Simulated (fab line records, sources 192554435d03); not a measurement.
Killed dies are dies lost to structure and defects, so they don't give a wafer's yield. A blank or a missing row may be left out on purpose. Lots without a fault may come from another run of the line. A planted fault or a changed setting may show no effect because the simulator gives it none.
Which tool did it? | flow n5_finfet | 12 lots, 36 wafers sampled, at 6 steps of a route of 1938

WHAT THE GAUGES READ, wafer by wafer
N5_BEOL_M3_RS_MEAS_58: measures by four-point-probe.
lot  | measured     | on            | M3_RS (ohm/sq)
L074 | day 7 19:34  | film_metro-02 | 0.70 0.71 0.67
L077 | day 8 10:21  | film_metro-01 | 0.74 0.79 0.73
L079 | day 8 21:30  | film_metro-01 | 0.72 0.64 0.68
L081 | day 9 18:01  | film_metro-02 | 0.70 0.64 0.64
L083 | day 9 18:31  | film_metro-01 | 0.68 0.68 0.64
L085 | day 10 05:48 | film_metro-02 | 0.74 0.74 0.65
L088 | day 10 20:38 | film_metro-01 | 0.68 0.64 0.67
L091 | day 11 06:25 | film_metro-02 | 0.71 0.69 0.66
L090 | day 11 09:22 | film_metro-02 | 0.73 0.69 0.69
L093 | day 12 07:22 | film_metro-02 | 0.73 0.68 0.62
L095 | day 12 18:20 | film_metro-01 | 0.68 0.73 0.68
L096 | day 13 14:09 | film_metro-01 | 0.73 0.71 0.71

WHICH TOOL RAN EACH LOT (tool, then ch and the chambers of the sampled wafers, then the start)
lot  | N5_BEOL_M3_ETCH_77                 | N5_BEOL_M3_ETCH_41                            | N5_BEOL_M3_SURFACE_TREAT_85  | N5_BEOL_M3_ANNEAL_91         | N5_BEOL_M3_CO_CAP_55
L074 | rie_diel-04 ch 0,2, day 7 11:30    | rie_diel-04 ch 0,2,3, day 7 16:26 or earlier  | pvd_sputter-02, day 7 16:26  | pvd_sputter-02, day 7 17:56  | cvd_co-02 ch 0,1, day 7 19:23
L077 | rie_diel-04 ch 0,1,3, day 8 03:29  | rie_diel-04 ch 1,2,3, day 8 07:00 or earlier  | pvd_sputter-02, day 8 07:00  | pvd_sputter-02, day 8 08:43  | cvd_co-02 ch 0,1,2, day 8 10:10
L079 | rie_diel-01 ch 1,2,3, day 8 12:08  | rie_diel-04 ch 0,1,2, day 8 16:26 or earlier  | pvd_sputter-01, day 8 16:26  | pvd_sputter-01, day 8 19:49  | cvd_co-02 ch 0,1, day 8 21:19
L081 | rie_diel-04 ch 2,3, day 9 06:58    | rie_diel-01 ch 1,3, day 9 14:53 or earlier    | pvd_sputter-01, day 9 14:53  | pvd_sputter-02, day 9 16:22  | cvd_co-02 ch 0,1,2, day 9 17:49
L083 | rie_diel-01 ch 1,2, day 9 11:45    | rie_diel-04 ch 1,2, day 9 15:23 or earlier    | pvd_sputter-01, day 9 15:23  | pvd_sputter-01, day 9 16:48  | cvd_co-01 ch 0,2, day 9 18:16
L085 | rie_diel-04 ch 0,2,3, day 9 19:16  | rie_diel-01 ch 1,2,3, day 10 02:41 or earlier | pvd_sputter-01, day 10 02:41 | pvd_sputter-01, day 10 04:08 | cvd_co-01 ch 0,1,2, day 10 05:35
L088 | rie_diel-04 ch 0,2, day 10 12:46   | rie_diel-01 ch 1,2, day 10 17:37 or earlier   | pvd_sputter-03, day 10 17:37 | pvd_sputter-03, day 10 19:01 | cvd_co-01 ch 1,2, day 10 20:27
L091 | rie_diel-05 ch 0,1,2, day 10 23:26 | rie_diel-01 ch 1,2,3, day 11 03:14 or earlier | pvd_sputter-01, day 11 03:14 | pvd_sputter-01, day 11 04:46 | cvd_co-01 ch 0,1,2, day 11 06:14
L090 | rie_diel-01 ch 1,2,3, day 11 03:01 | rie_diel-01 ch 1,2,3, day 11 06:20 or earlier | pvd_sputter-03, day 11 06:20 | pvd_sputter-03, day 11 07:45 | cvd_co-02 ch 1,2, day 11 09:11
L093 | rie_diel-05 ch 0,3, day 11 18:13   | rie_diel-04 ch 1,3, day 12 04:19 or earlier   | pvd_sputter-01, day 12 04:19 | pvd_sputter-01, day 12 05:44 | cvd_co-02 ch 0,1, day 12 07:11
L095 | rie_diel-05 ch 1,2, day 12 12:20   | rie_diel-05 ch 0,1, day 12 15:07 or earlier   | pvd_sputter-01, day 12 15:07 | pvd_sputter-02, day 12 16:43 | cvd_co-02 ch 1,2, day 12 18:10
L096 | rie_diel-01 ch 0,1, day 13 04:29   | rie_diel-01 ch 2,3, day 13 11:05 or earlier   | pvd_sputter-01, day 13 11:05 | pvd_sputter-02, day 13 12:32 | cvd_co-02 ch 0,1, day 13 13:58
- N5_BEOL_M3_ETCH_77: etches underlayer in N2/H2, target depth 6.5 nm, time 5.2 s.
- N5_BEOL_M3_ETCH_41: etches SiCN in CH3F/O2, target depth 29.9 nm, time 52.5 s.
- N5_BEOL_M3_SURFACE_TREAT_85
- N5_BEOL_M3_ANNEAL_91: time 240 s.
- N5_BEOL_M3_CO_CAP_55: material Co, precursor CCTBA/H2, target thk 2 nm, time 102.1 s.

THE ANSWER, worked out from the rows above alone
Rule: what is usual is taken from the lots themselves. Put in order of their means at a reading, lots are off if they are a third of the lots or fewer, leave a main group of 4 or more, and stand apart from it by a gap of 3 or more times the standard deviation of the main group's means; of several such gaps the widest counts. A main group whose means are all the same, to the digits that the tables above print for the reading, isn't used. A lot without any number at a reading at which 4 lots or more have one is off too. The other lots that the step has rows for count as sound.
No lot is off at any reading shown: from this, nothing can be told.

WHAT THE SIMULATOR HAD PUT IN
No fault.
